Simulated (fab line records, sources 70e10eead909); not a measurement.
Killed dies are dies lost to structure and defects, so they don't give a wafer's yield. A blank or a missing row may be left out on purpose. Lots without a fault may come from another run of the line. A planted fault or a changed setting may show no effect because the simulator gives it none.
Which tool did it? | flow nand_harc | 14 lots, 42 wafers sampled, at 2 steps of a route of 1159

WHAT THE GAUGES READ, wafer by wafer
NHARC_A_M0_INSPECT_27. Usual: raw_defect_count 457, standard deviation 160.
lot  | measured     | on                | raw_defect_count | flag
L498 | day 18 21:34 | defect_inspect-02 | 267 349 484      |
L499 | day 18 22:28 | defect_inspect-01 | 457 370 469      |
L497 | day 18 23:22 | defect_inspect-01 | 318 340 480      |
L500 | day 18 23:42 | defect_inspect-02 | 268 323 276      |
L511 | day 21 12:37 | defect_inspect-02 | 522 586 823      |
L509 | day 22 00:06 | defect_inspect-02 | 429 512 436      |
L508 | day 22 10:34 | defect_inspect-02 | 350 496 340      |
L512 | day 22 11:49 | defect_inspect-02 | 441 391 308      |
L513 | day 22 12:37 | defect_inspect-01 | 515 650 507      |
L516 | day 22 13:27 | defect_inspect-02 | 353 443 391      |
L515 | day 22 13:46 | defect_inspect-02 | 420 478 598      |
L520 | day 23 00:53 | defect_inspect-02 | 311 469 232      |
L518 | day 23 01:12 | defect_inspect-02 | 467 308 382      |
L519 | day 23 08:35 | defect_inspect-01 | 392 517 349      |

WHICH TOOL RAN EACH LOT (tool, then ch and the chambers of the sampled wafers, then the start)
lot  | NHARC_A_M0_PVD_21
L498 | pvd_sputter-01, day 18 21:34 or earlier
L499 | pvd_sputter-02, day 18 22:28 or earlier
L497 | pvd_sputter-02, day 18 23:22 or earlier
L500 | pvd_sputter-02, day 18 23:42 or earlier
L511 | pvd_sputter-01, day 21 12:37 or earlier
L509 | pvd_sputter-03, day 22 00:06 or earlier
L508 | pvd_sputter-02, day 22 10:34 or earlier
L512 | pvd_sputter-03, day 22 11:49 or earlier
L513 | pvd_sputter-03, day 22 12:37 or earlier
L516 | pvd_sputter-02, day 22 13:27 or earlier
L515 | pvd_sputter-03, day 22 13:46 or earlier
L520 | pvd_sputter-01, day 23 00:53 or earlier
L518 | pvd_sputter-03, day 23 01:12 or earlier
L519 | pvd_sputter-01, day 23 08:35 or earlier
- NHARC_A_M0_PVD_21: deposits Cu, target thk 30 nm, time 20.49 s.

WHAT THE TOOLS THEMSELVES READ (means of the sampled wafers that have a number; where no wafer has one, the mark that the record gives instead)
NHARC_A_M0_PVD_21. Usual: throttle_valve_pct 30.3 %, standard deviation 0.88.
lot  | tool           | throttle_valve_pct (%) | flag
L498 | pvd_sputter-01 | 30.4                   |
L499 | pvd_sputter-02 | 30.4                   |
L497 | pvd_sputter-02 | 29.5                   |
L500 | pvd_sputter-02 | 30.0                   |
L511 | pvd_sputter-01 | 30.4                   |
L509 | pvd_sputter-03 | 30.2                   |
L508 | pvd_sputter-02 | 31.2                   |
L512 | pvd_sputter-03 | 30.4                   |
L513 | pvd_sputter-03 | 29.3                   |
L516 | pvd_sputter-02 | 29.9                   |
L515 | pvd_sputter-03 | 30.4                   |
L520 | pvd_sputter-01 | 30.8                   |
L518 | pvd_sputter-03 | 30.3                   |
L519 | pvd_sputter-01 | 30.8                   |

THE ANSWER, worked out from the rows above alone
Rule: a lot is off if the mean of its wafers that have a number lies more than 3 standard deviations from the usual mean. A lot without any number at a reading at which 4 lots or more have one is off too. The other lots that the step has rows for count as sound. The gauges are gone through in route order, then the tools' own readings, and for those a lot's mean is taken as printed above. The first step at which some lot is off is used, and at that step the reading that is off furthest; a lot without a number counts as furthest.
No lot is off at any reading shown: from this, nothing can be told.

WHAT THE SIMULATOR HAD PUT IN
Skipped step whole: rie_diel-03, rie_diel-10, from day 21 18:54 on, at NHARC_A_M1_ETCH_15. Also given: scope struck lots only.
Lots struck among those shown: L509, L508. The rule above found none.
